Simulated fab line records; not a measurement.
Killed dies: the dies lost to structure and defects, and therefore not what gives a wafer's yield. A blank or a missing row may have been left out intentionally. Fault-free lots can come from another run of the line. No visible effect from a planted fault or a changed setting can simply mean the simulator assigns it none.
Matching of chambers + flow n5 finfet + N5_GATE_CUT_ALD_22 on ald sin-04: 4 sister chambers
The step deposits SiNx, target thk 16 nm, pulse time 1 s, ald cycles 320. 8 wafers are shown with their chamber, then 10 later ones without.

## EACH WAFER AND ITS CHAMBER
| wafer  | chamber | heater power w (W) | precursor pulse height rel |
|--------|---------|--------------------|----------------------------|
| L081.5 | 3       | 865                | 1.019                      |
| L082.5 | 0       | 904                | 1.029                      |
| L082.6 | 1       | 833                | 0.998                      |
| L083.2 | 1       | 873                | 0.996                      |
| L083.3 | 2       | 693                | 1.002                      |
| L083.4 | 0       | 914                | 1.000                      |
| L088.1 | 2       | 687                | 1.006                      |
| L088.2 | 3       | 862                | 0.992                      |

## WAFERS WHOSE CHAMBER IS MISSING
| wafer  | heater power w (W) | precursor pulse height rel |
|--------|--------------------|----------------------------|
| L088.5 | 696                | 0.998                      |
| L094.1 | 920                | 1.031                      |
| L094.2 | 863                | 1.015                      |
| L094.5 | 906                | 1.020                      |
| L096.1 | 886                | 0.987                      |
| L096.2 | 931                | 1.020                      |
| L096.6 | 874                | 0.988                      |
| L097.1 | 885                | 1.015                      |
| L097.3 | 840                | 0.984                      |
| L097.5 | 687                | 0.983                      |

## EACH ONE'S CHAMBER
| wafer  | from the rows above          | in truth |
|--------|------------------------------|----------|
| L088.5 | 2                            | 2        |
| L094.1 | 0                            | 0        |
| L094.2 | can't be placed: 3 or 1      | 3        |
| L094.5 | 0                            | 0        |
| L096.1 | can't be placed: 3 or 1 or 0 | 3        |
| L096.2 | 0                            | 0        |
| L096.6 | can't be placed: 3 or 1 or 0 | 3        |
| L097.1 | can't be placed: 3 or 0 or 1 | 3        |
| L097.3 | can't be placed: 1 or 3      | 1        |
| L097.5 | 2                            | 2        |
Correctly placed: 5 of 10. Cannot be placed on the basis of these rows: 5; the candidates contain the true chamber in 5. 0 placed wrongly.
How it was worked out, from the rows above alone: a wafer's distance from a chamber is the root of the sum, over the readings, of the square of ((its reading less the chamber's mean) divided by the reading's scatter). The wafer belongs to the nearest chamber; if the next one is less than 2 further off, it can't be placed. A chamber's mean is the mean of its shown wafers. How the scatter is found: for the shown wafers, subtract from each reading the mean of its chamber, square and add these, divide the total by (wafers less chambers), then take the root.
